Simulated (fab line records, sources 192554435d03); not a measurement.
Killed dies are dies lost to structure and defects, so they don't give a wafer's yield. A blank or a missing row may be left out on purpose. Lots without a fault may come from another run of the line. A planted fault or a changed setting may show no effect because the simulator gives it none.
Chamber matching | flow n5_finfet | N5_SD_EPI_P_ETCH_16 on rie_diel-04: 4 sister chambers
The step etches SiO2 in CHF3/O2, target depth 5 nm. 4 wafers are shown with their chamber, then 8 later ones without.

WAFERS WITH THEIR CHAMBER
wafer  | chamber | drypump_motor_current_A (A)
L085.4 | 1       | 6.0
L090.5 | 2       | 5.4
L090.6 | 3       | 6.0
L092.1 | 0       | 6.3

WAFERS WITHOUT THEIR CHAMBER
wafer  | drypump_motor_current_A (A)
L092.2 | 5.4
L092.4 | 5.9
L093.3 | 6.0
L093.5 | 5.9
L093.6 | 5.4
L094.2 | 5.4
L094.5 | 6.3
L094.6 | 6.0

WHICH CHAMBER EACH WENT THROUGH
wafer  | from the rows above     | in truth
L092.2 | 2                       | 2
L092.4 | can't be placed: 1 or 3 | 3
L093.3 | can't be placed: 1 or 3 | 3
L093.5 | can't be placed: 1 or 3 | 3
L093.6 | 2                       | 2
L094.2 | 2                       | 2
L094.5 | 0                       | 0
L094.6 | can't be placed: 1 or 3 | 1
Placed correctly: 4 of 8. Can't be placed from these rows: 4 (the true chamber is among the candidates in 4). Placed wrongly: 0.
How it was worked out, from the rows above alone: a wafer's distance from a chamber is the root of the sum, over the readings, of the square of ((its reading less the chamber's mean) divided by the reading's scatter). The wafer belongs to the nearest chamber; if the next one is less than 2 further off, it can't be placed. A chamber's mean is the mean of its shown wafers. The scatter: with one shown wafer a chamber, the root of the mean of the squares of how far each hidden wafer lies from its nearest shown one.
